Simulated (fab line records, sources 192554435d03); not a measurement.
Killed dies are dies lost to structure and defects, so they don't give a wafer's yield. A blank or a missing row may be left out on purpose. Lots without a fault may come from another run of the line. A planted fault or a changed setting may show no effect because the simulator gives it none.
Which tool did it? | flow n5_finfet | 24 lots, 72 wafers sampled, at 6 steps of a route of 1938

WHAT THE GAUGES READ, wafer by wafer
The record holds no reading of a measuring or inspecting step that can be judged against a usual standard deviation.

WHICH TOOL RAN EACH LOT (tool, then ch and the chambers of the sampled wafers, then the start)
lot  | N5_BEOL_M11_ILD_DEP_00          | N5_BEOL_M11_ALD_74                  | N5_BEOL_M11_SPUTTER_48       | N5_BEOL_M12_DESCUM_15              | N5_BEOL_M12_ETCH_68                | N5_BEOL_M12_STRIP_37
L074 | pecvd-04 ch 0,2, day 9 18:08    | ald_metal-01 ch 0,3, day 9 22:59    | pvd_sputter-01, day 10 00:37 | rie_diel-05 ch 0,1,3, day 10 02:26 | rie_diel-04 ch 0,1,3, day 10 03:40 | plasma_asher-01 ch 0,1, day 10 04:03
L075 | pecvd-02 ch 0,1, day 10 02:47   | ald_metal-01 ch 0,2,3, day 10 10:46 | pvd_sputter-03, day 10 11:41 | rie_diel-04 ch 0,2, day 10 14:02   | rie_diel-01 ch 0,1,2, day 10 15:38 | plasma_asher-02 ch 0,1, day 10 16:01
L077 | pecvd-02 ch 0,1,2, day 10 11:02 | ald_metal-01 ch 0,2, day 10 17:23   | pvd_sputter-03, day 10 18:04 | rie_diel-01 ch 0,1,2, day 10 20:20 | rie_diel-01 ch 0,3, day 10 21:35   | plasma_asher-01 ch 0,1, day 10 21:58
L078 | pecvd-02 ch 1,2, day 10 15:21   | ald_metal-04 ch 0,1,2, day 10 21:47 | pvd_sputter-03, day 10 22:44 | rie_diel-05 ch 1,3, day 11 00:44   | rie_diel-01 ch 0,2, day 11 02:02   | plasma_asher-02 ch 0,1, day 11 02:25
L076 | pecvd-04 ch 0,2, day 10 18:11   | ald_metal-03 ch 0,1, day 10 23:37   | pvd_sputter-02, day 11 00:23 | rie_diel-01 ch 1,2,3, day 11 02:23 | rie_diel-04 ch 0,2,3, day 11 03:49 | plasma_asher-01 ch 0,1, day 11 04:11
L080 | pecvd-03 ch 0,2, day 11 00:10   | ald_metal-03 ch 1,2,3, day 11 07:47 | pvd_sputter-01, day 11 08:20 | rie_diel-04 ch 1,2, day 11 10:02   | rie_diel-05 ch 1,3, day 11 11:10   | plasma_asher-01 ch 0,1, day 11 11:32
L079 | pecvd-02 ch 1,2, day 11 09:44   | ald_metal-03 ch 0,3, day 11 17:16   | pvd_sputter-01, day 11 17:47 | rie_diel-01 ch 0,1,2, day 11 19:29 | rie_diel-01 ch 0,1,3, day 11 20:44 | plasma_asher-02 ch 0,1, day 11 21:06
L082 | pecvd-04 ch 1,2, day 12 03:06   | ald_metal-01 ch 1,3, day 12 09:16   | pvd_sputter-01, day 12 10:00 | rie_diel-01 ch 0,1,2, day 12 11:44 | rie_diel-04 ch 1,2, day 12 12:58   | plasma_asher-01 ch 0,1, day 12 13:20
L081 | pecvd-02 ch 0,2, day 12 03:56   | ald_metal-03 ch 0,1,3, day 12 09:54 | pvd_sputter-02, day 12 11:17 | rie_diel-01 ch 1,2, day 12 12:51   | rie_diel-05 ch 1,2, day 12 14:08   | plasma_asher-01 ch 0,1, day 12 14:30
L083 | pecvd-02 ch 1,2, day 12 07:26   | ald_metal-01 ch 0,3, day 12 12:25   | pvd_sputter-02, day 12 14:37 | rie_diel-05 ch 0,1,3, day 12 18:02 | rie_diel-04 ch 0,3, day 12 19:16   | plasma_asher-01 ch 0,1, day 12 19:39
L084 | pecvd-02 ch 0,1, day 12 14:08   | ald_metal-03 ch 0,1, day 12 18:34   | pvd_sputter-02, day 12 19:07 | rie_diel-01 ch 1,2,3, day 12 20:55 | rie_diel-01 ch 0,1, day 12 22:14   | plasma_asher-01 ch 0,1, day 12 22:37
L085 | pecvd-03 ch 0,1, day 12 19:37   | ald_metal-01 ch 0,1,3, day 13 01:27 | pvd_sputter-01, day 13 02:13 | rie_diel-04 ch 0,1,3, day 13 03:52 | rie_diel-01 ch 1,2, day 13 05:47   | plasma_asher-01 ch 0,1, day 13 06:09
L086 | pecvd-02 ch 0,2, day 12 19:55   | ald_metal-03 ch 0,1,3, day 13 00:29 | pvd_sputter-02, day 13 01:17 | rie_diel-04 ch 0,1, day 13 03:04   | rie_diel-04 ch 0,2,3, day 13 04:23 | plasma_asher-01 ch 0,1, day 13 04:46
L087 | pecvd-04 ch 0,2, day 13 09:22   | ald_metal-04 ch 1,2,3, day 13 15:16 | pvd_sputter-03, day 13 15:58 | rie_diel-05 ch 0,3, day 13 17:37   | rie_diel-01 ch 0,1,3, day 13 18:58 | plasma_asher-01 ch 0,1, day 13 19:21
L089 | pecvd-03 ch 0,1, day 13 11:49   | ald_metal-01 ch 0,3, day 13 18:01   | pvd_sputter-01, day 13 18:37 | rie_diel-04 ch 0,1,2, day 13 20:23 | rie_diel-04 ch 0,1,2, day 13 21:29 | plasma_asher-02 ch 0,1, day 13 21:52
L088 | pecvd-02 ch 0,1, day 13 19:01   | ald_metal-04 ch 2,3, day 14 02:57   | pvd_sputter-02, day 14 03:28 | rie_diel-04 ch 1,2, day 14 05:16   | rie_diel-04 ch 0,1,2, day 14 07:04 | plasma_asher-01 ch 0,1, day 14 07:27
L090 | pecvd-03 ch 0,1,2, day 14 04:34 | ald_metal-01 ch 1,2,3, day 14 12:55 | pvd_sputter-02, day 14 13:55 | rie_diel-05 ch 0,3, day 14 16:11   | rie_diel-05 ch 0,1,3, day 14 17:17 | plasma_asher-02 ch 0,1, day 14 17:40
L091 | pecvd-03 ch 0,1,2, day 14 06:02 | ald_metal-03 ch 0,1, day 14 12:35   | pvd_sputter-02, day 14 13:03 | rie_diel-05 ch 0,2,3, day 14 14:40 | rie_diel-01 ch 0,2,3, day 14 15:52 | plasma_asher-02 ch 0,1, day 14 16:10
L092 | pecvd-03 ch 0,2, day 14 22:31   | ald_metal-01 ch 1,3, day 15 02:47   | pvd_sputter-03, day 15 03:19 | rie_diel-04 ch 0,1,3, day 15 06:22 | rie_diel-01 ch 1,2, day 15 07:27   | plasma_asher-01 ch 0,1, day 15 07:50
L093 | pecvd-02 ch 1,2, day 15 00:31   | ald_metal-03 ch 1,2, day 15 05:26   | pvd_sputter-01, day 15 07:41 | rie_diel-04 ch 1,2,3, day 15 09:16 | rie_diel-05 ch 0,1,3, day 15 10:22 | plasma_asher-02 ch 0,1, day 15 10:46
L094 | pecvd-02 ch 0,1,2, day 15 03:00 | ald_metal-01 ch 0,1,2, day 15 08:28 | pvd_sputter-01, day 15 09:26 | rie_diel-04 ch 0,2,3, day 15 11:19 | rie_diel-04 ch 0,2,3, day 15 12:31 | plasma_asher-02 ch 0, day 15 12:54
L095 | pecvd-03 ch 0,1,2, day 15 18:22 | ald_metal-01 ch 2,3, day 16 00:47   | pvd_sputter-02, day 16 01:25 | rie_diel-01 ch 1,2,3, day 16 03:04 | rie_diel-01 ch 0,2,3, day 16 04:17 | plasma_asher-01 ch 0,1, day 16 04:40
L097 | pecvd-02 ch 0,2, day 15 21:29   | ald_metal-04 ch 2,3, day 16 01:41   | pvd_sputter-01, day 16 02:22 | rie_diel-05 ch 0,1, day 16 04:11   | rie_diel-04 ch 0,1,2, day 16 05:16 | plasma_asher-02 ch 0,1, day 16 05:38
L096 | pecvd-02 ch 1,2, day 15 23:11   | ald_metal-03 ch 1,2, day 16 07:00   | pvd_sputter-01, day 16 08:01 | rie_diel-01 ch 0,1, day 16 09:33   | rie_diel-04 ch 0,1,3, day 16 10:38 | plasma_asher-02 ch 0,1, day 16 11:02
- N5_BEOL_M11_ILD_DEP_00: deposits SiCOH lowk from DEMS/porogen, target thk 308.51 nm, time 58 s.
- N5_BEOL_M11_ALD_74: deposits TaN, target thk 2 nm, pulse time 2 s, purge time 3 s.
- N5_BEOL_M11_SPUTTER_48: material Cu, target thk 12 nm, time 2 s.
- N5_BEOL_M12_DESCUM_15: chemistry O2, time 7.9 s.
- N5_BEOL_M12_ETCH_68: etches SOC in N2/H2, time 285 s.
- N5_BEOL_M12_STRIP_37: strips in N2/H2.

WHAT THE TOOLS THEMSELVES READ (means of the sampled wafers that have a number; where no wafer has one, the mark that the record gives instead)
N5_BEOL_M11_ILD_DEP_00. Usual: heater_power_w 310 W, standard deviation 62; showerhead_plenum_p_Torr 5.738 Torr, standard deviation 0.011; throttle_valve_pct 14.4 %, standard deviation 0.94.
lot  | tool     | heater_power_w (W) | showerhead_plenum_p_Torr (Torr) | throttle_valve_pct (%) | flag
L074 | pecvd-04 | 315                | 5.755                           | 13.0                   |
L075 | pecvd-02 | 314                | 5.728                           | 15.2                   |
L077 | pecvd-02 | 357                | 5.738                           | 15.0                   |
L078 | pecvd-02 | 342                | 5.734                           | 14.0                   |
L076 | pecvd-04 | 391                | 5.738                           | 12.9                   |
L080 | pecvd-03 | 253                | 5.741                           | 13.7                   |
L079 | pecvd-02 | 381                | 5.732                           | 14.2                   |
L082 | pecvd-04 | 267                | 5.735                           | 13.4                   |
L081 | pecvd-02 | 330                | 5.741                           | 14.7                   |
L083 | pecvd-02 | 358                | 5.732                           | 14.2                   |
L084 | pecvd-02 | 347                | 5.745                           | 15.4                   |
L085 | pecvd-03 | 283                | 5.735                           | 14.6                   |
L086 | pecvd-02 | 314                | 5.735                           | 15.2                   |
L087 | pecvd-04 | 388                | 5.740                           | 12.9                   |
L089 | pecvd-03 | 236                | 5.736                           | 14.6                   |
L088 | pecvd-02 | 361                | 5.740                           | 14.5                   |
L090 | pecvd-03 | 248                | 5.740                           | 14.3                   |
L091 | pecvd-03 | 278                | 5.742                           | 14.3                   |
L092 | pecvd-03 | 252                | 5.740                           | 13.8                   |
L093 | pecvd-02 | 367                | 5.744                           | 14.3                   |
L094 | pecvd-02 | 305                | 5.744                           | 14.9                   |
L095 | pecvd-03 | 257                | 5.733                           | 14.2                   |
L097 | pecvd-02 | 336                | 5.749                           | 15.0                   |
L096 | pecvd-02 | 368                | 5.736                           | 14.3                   |

N5_BEOL_M11_ALD_74. Usual: heater_power_w 441 W, standard deviation 39.
lot  | tool         | heater_power_w (W) | flag
L074 | ald_metal-01 | 467                |
L075 | ald_metal-01 | 454                |
L077 | ald_metal-01 | 480                |
L078 | ald_metal-04 | 432                |
L076 | ald_metal-03 | 416                |
L080 | ald_metal-03 | 416                |
L079 | ald_metal-03 | 480                |
L082 | ald_metal-01 | 478                |
L081 | ald_metal-03 | 445                |
L083 | ald_metal-01 | 450                |
L084 | ald_metal-03 | 421                |
L085 | ald_metal-01 | 478                |
L086 | ald_metal-03 | 448                |
L087 | ald_metal-04 | 446                |
L089 | ald_metal-01 | 451                |
L088 | ald_metal-04 | 441                |
L090 | ald_metal-01 | 458                |
L091 | ald_metal-03 | 426                |
L092 | ald_metal-01 | 451                |
L093 | ald_metal-03 | 393                |
L094 | ald_metal-01 | 472                |
L095 | ald_metal-01 | 427                |
L097 | ald_metal-04 | 422                |
L096 | ald_metal-03 | 389                |

N5_BEOL_M11_SPUTTER_48. Usual: chuck_sensor_temp_C -16.1 C, standard deviation 0.54; throttle_valve_pct 30.2 %, standard deviation 0.97.
lot  | tool           | chuck_sensor_temp_C (C) | throttle_valve_pct (%) | flag
L074 | pvd_sputter-01 | -16.2                   | 30.6                   |
L075 | pvd_sputter-03 | -15.5                   | 29.8                   |
L077 | pvd_sputter-03 | -15.8                   | 29.2                   |
L078 | pvd_sputter-03 | -15.9                   | 29.4                   |
L076 | pvd_sputter-02 | -16.0                   | 30.8                   |
L080 | pvd_sputter-01 | -16.1                   | 29.9                   |
L079 | pvd_sputter-01 | -16.0                   | 29.9                   |
L082 | pvd_sputter-01 | -16.1                   | 29.8                   |
L081 | pvd_sputter-02 | -16.2                   | 30.9                   |
L083 | pvd_sputter-02 | -16.3                   | 30.9                   |
L084 | pvd_sputter-02 | -16.0                   | 31.2                   |
L085 | pvd_sputter-01 | -15.9                   | 29.8                   |
L086 | pvd_sputter-02 | -16.1                   | 30.5                   |
L087 | pvd_sputter-03 | -16.1                   | 29.5                   |
L089 | pvd_sputter-01 | -16.4                   | 30.6                   |
L088 | pvd_sputter-02 | -16.2                   | 31.1                   |
L090 | pvd_sputter-02 | -16.5                   | 30.5                   |
L091 | pvd_sputter-02 | -16.6                   | 30.2                   |
L092 | pvd_sputter-03 | -15.5                   | 29.8                   |
L093 | pvd_sputter-01 | -15.6                   | 29.3                   |
L094 | pvd_sputter-01 | -16.0                   | 29.9                   |
L095 | pvd_sputter-02 | -16.2                   | 30.4                   |
L097 | pvd_sputter-01 | -16.2                   | 30.7                   |
L096 | pvd_sputter-01 | -16.0                   | 29.8                   |

N5_BEOL_M12_DESCUM_15. Usual: bias_power_w 20.00 W, standard deviation 0.054; drypump_motor_current_A 5.3 A, standard deviation 0.55; oes_product_au 0.82 a.u., standard deviation 0.1; rf_vpp_V 242.9 V, standard deviation 1.5; showerhead_plenum_p_Torr 2.07 Torr, standard deviation 0.079; throttle_valve_pct 20.34 %, standard deviation 0.22.
lot  | tool        | bias_power_w (W) | drypump_motor_current_A (A) | oes_product_au (a.u.) | rf_vpp_V (V) | showerhead_plenum_p_Torr (Torr) | throttle_valve_pct (%) | flag
L074 | rie_diel-05 | 19.98            | 5.7                         | 0.78                  | 242.4        | 2.01                            | 20.35                  |
L075 | rie_diel-04 | 20.02            | 5.4                         | 0.87                  | 242.0        | 2.02                            | 20.37                  |
L077 | rie_diel-01 | 20.05            | 5.3                         | 0.86                  | 242.9        | 2.08                            | 20.33                  |
L078 | rie_diel-05 | 20.01            | 5.9                         | 0.72                  | 241.7        | 1.99                            | 20.54                  |
L076 | rie_diel-01 | 19.96            | 5.3                         | 0.88                  | 242.6        | 2.08                            | 20.28                  |
L080 | rie_diel-04 | 20.06            | 5.3                         | 0.76                  | 242.8        | 2.09                            | 20.45                  |
L079 | rie_diel-01 | 19.96            | 5.3                         | 0.85                  | 243.1        | 2.07                            | 20.33                  |
L082 | rie_diel-01 | 20.05            | 5.3                         | 0.83                  | 243.4        | 2.07                            | 20.34                  |
L081 | rie_diel-01 | 20.01            | 5.2                         | 0.78                  | 244.1        | 2.10                            | 20.43                  |
L083 | rie_diel-05 | 19.96            | 5.7                         | 0.75                  | 242.0        | 2.01                            | 20.37                  |
L084 | rie_diel-01 | 20.01            | 5.3                         | 0.84                  | 242.7        | 2.08                            | 20.30                  |
L085 | rie_diel-04 | 20.00            | 5.2                         | 0.81                  | 243.7        | 2.13                            | 20.46                  |
L086 | rie_diel-04 | 19.94            | 5.4                         | 0.89                  | 244.1        | 2.09                            | 20.34                  |
L087 | rie_diel-05 | 20.01            | 5.2                         | 0.75                  | 241.8        | 2.00                            | 20.44                  |
L089 | rie_diel-04 | 19.97            | 5.4                         | 0.80                  | 242.1        | 2.08                            | 20.41                  |
L088 | rie_diel-04 | 20.04            | 5.3                         | 0.72                  | 242.9        | 2.08                            | 20.48                  |
L090 | rie_diel-05 | 19.99            | 5.6                         | 0.79                  | 242.3        | 2.01                            | 20.21                  |
L091 | rie_diel-05 | 20.02            | 5.4                         | 0.77                  | 242.1        | 2.04                            | 20.28                  |
L092 | rie_diel-04 | 20.03            | 5.2                         | 0.88                  | 244.1        | 2.12                            | 20.33                  |
L093 | rie_diel-04 | 20.01            | 5.2                         | 0.91                  | 245.1        | 2.21                            | 20.21                  |
L094 | rie_diel-04 | 19.99            | 5.2                         | 0.91                  | 243.8        | 2.14                            | 20.22                  |
L095 | rie_diel-01 | 20.02            | 5.3                         | 0.90                  | 243.7        | 2.07                            | 20.18                  |
L097 | rie_diel-05 | 19.93            | 6.3                         | 0.74                  | 241.9        | 1.99                            | 20.35                  |
L096 | rie_diel-01 | 20.03            | 4.8                         | 0.87                  | 243.2        | 2.06                            | 20.29                  |

N5_BEOL_M12_ETCH_68. Usual: drypump_motor_current_A 5.3 A, standard deviation 0.53; oes_product_au 0.83 a.u., standard deviation 0.097; rf_vpp_V 523.4 V, standard deviation 2.6; showerhead_plenum_p_Torr 2.53 Torr, standard deviation 0.089; throttle_valve_pct 17.67 %, standard deviation 0.23.
lot  | tool        | drypump_motor_current_A (A) | oes_product_au (a.u.) | rf_vpp_V (V) | showerhead_plenum_p_Torr (Torr) | throttle_valve_pct (%) | flag
L074 | rie_diel-04 | 5.2                         | 0.86                  | 525.1        | 2.60                            | 17.82                  |
L075 | rie_diel-01 | 5.3                         | 0.87                  | 523.3        | 2.53                            | 17.63                  |
L077 | rie_diel-01 | 4.9                         | 0.90                  | 522.4        | 2.48                            | 17.43                  |
L078 | rie_diel-01 | 5.4                         | 0.91                  | 522.6        | 2.47                            | 17.50                  |
L076 | rie_diel-04 | 5.2                         | 0.77                  | 523.2        | 2.51                            | 17.88                  |
L080 | rie_diel-05 | 5.9                         | 0.72                  | 520.5        | 2.43                            | 17.96                  |
L079 | rie_diel-01 | 4.8                         | 0.84                  | 523.9        | 2.52                            | 17.60                  |
L082 | rie_diel-04 | 5.3                         | 0.74                  | 522.4        | 2.52                            | 17.72                  |
L081 | rie_diel-05 | 6.0                         | 0.74                  | 522.7        | 2.48                            | 17.78                  |
L083 | rie_diel-04 | 5.3                         | 0.83                  | 523.0        | 2.52                            | 17.95                  |
L084 | rie_diel-01 | 4.8                         | 0.81                  | 523.2        | 2.50                            | 17.63                  |
L085 | rie_diel-01 | 5.2                         | 0.76                  | 526.0        | 2.57                            | 17.84                  |
L086 | rie_diel-04 | 5.2                         | 0.75                  | 523.5        | 2.50                            | 17.91                  |
L087 | rie_diel-01 | 4.8                         | 0.81                  | 523.4        | 2.52                            | 17.62                  |
L089 | rie_diel-04 | 5.4                         | 0.81                  | 523.3        | 2.53                            | 17.78                  |
L088 | rie_diel-04 | 5.4                         | 0.80                  | 522.8        | 2.53                            | 17.79                  |
L090 | rie_diel-05 | 5.8                         | 0.75                  | 520.2        | 2.44                            | 17.81                  |
L091 | rie_diel-01 | 5.4                         | 0.87                  | 522.5        | 2.48                            | 17.53                  |
L092 | rie_diel-01 | 5.2                         | 0.95                  | 524.0        | 2.56                            | 17.55                  |
L093 | rie_diel-05 | 5.7                         | 0.74                  | 520.6        | 2.44                            | 17.83                  |
L094 | rie_diel-04 | 5.2                         | 0.92                  | 525.3        | 2.60                            | 17.60                  |
L095 | rie_diel-01 | 5.4                         | 0.85                  | 522.8        | 2.47                            | 17.55                  |
L097 | rie_diel-04 | 5.4                         | 0.87                  | 526.6        | 2.63                            | 17.63                  |
L096 | rie_diel-04 | 5.2                         | 0.87                  | 525.3        | 2.58                            | 17.75                  |

N5_BEOL_M12_STRIP_37. Usual: drypump_motor_current_A 5.4 A, standard deviation 0.4; heater_power_w 313 W, standard deviation 11; oes_product_au 0.790 a.u., standard deviation 0.011.
lot  | tool            | drypump_motor_current_A (A) | heater_power_w (W) | oes_product_au (a.u.) | flag
L074 | plasma_asher-01 | 5.2                         | 310                | 0.791                 |
L075 | plasma_asher-02 | 5.3                         | 326                | 0.796                 |
L077 | plasma_asher-01 | 5.2                         | 307                | 0.780                 |
L078 | plasma_asher-02 | 5.3                         | 324                | 0.786                 |
L076 | plasma_asher-01 | 5.2                         | 310                | 0.789                 |
L080 | plasma_asher-01 | 5.5                         | 311                | 0.790                 |
L079 | plasma_asher-02 | 5.5                         | 315                | 0.789                 |
L082 | plasma_asher-01 | 5.5                         | 307                | 0.784                 |
L081 | plasma_asher-01 | 5.2                         | 303                | 0.803                 |
L083 | plasma_asher-01 | 5.2                         | 308                | 0.793                 |
L084 | plasma_asher-01 | 5.5                         | 305                | 0.791                 |
L085 | plasma_asher-01 | 5.5                         | 308                | 0.788                 |
L086 | plasma_asher-01 | 5.2                         | 310                | 0.784                 |
L087 | plasma_asher-01 | 5.5                         | 306                | 0.787                 |
L089 | plasma_asher-02 | 5.5                         | 321                | 0.793                 |
L088 | plasma_asher-01 | 5.2                         | 304                | 0.793                 |
L090 | plasma_asher-02 | 5.3                         | 326                | 0.799                 |
L091 | plasma_asher-02 | 5.3                         | 324                | 0.794                 |
L092 | plasma_asher-01 | 5.2                         | 304                | 0.792                 |
L093 | plasma_asher-02 | 5.6                         | 314                | 0.792                 |
L094 | plasma_asher-02 | 5.1                         | 329                | 0.787                 |
L095 | plasma_asher-01 | 5.2                         | 310                | 0.777                 |
L097 | plasma_asher-02 | 5.3                         | 326                | 0.788                 |
L096 | plasma_asher-02 | 5.3                         | 326                | 0.790                 |

THE ANSWER, worked out from the rows above alone
Rule: a lot is off if the mean of its wafers that have a number lies more than 3 standard deviations from the usual mean. A lot without any number at a reading at which 4 lots or more have one is off too. The other lots that the step has rows for count as sound. The gauges are gone through in route order, then the tools' own readings, and for those a lot's mean is taken as printed above. The first step at which some lot is off is used, and at that step the reading that is off furthest; a lot without a number counts as furthest.
No lot is off at any reading shown: from this, nothing can be told.

WHAT THE SIMULATOR HAD PUT IN
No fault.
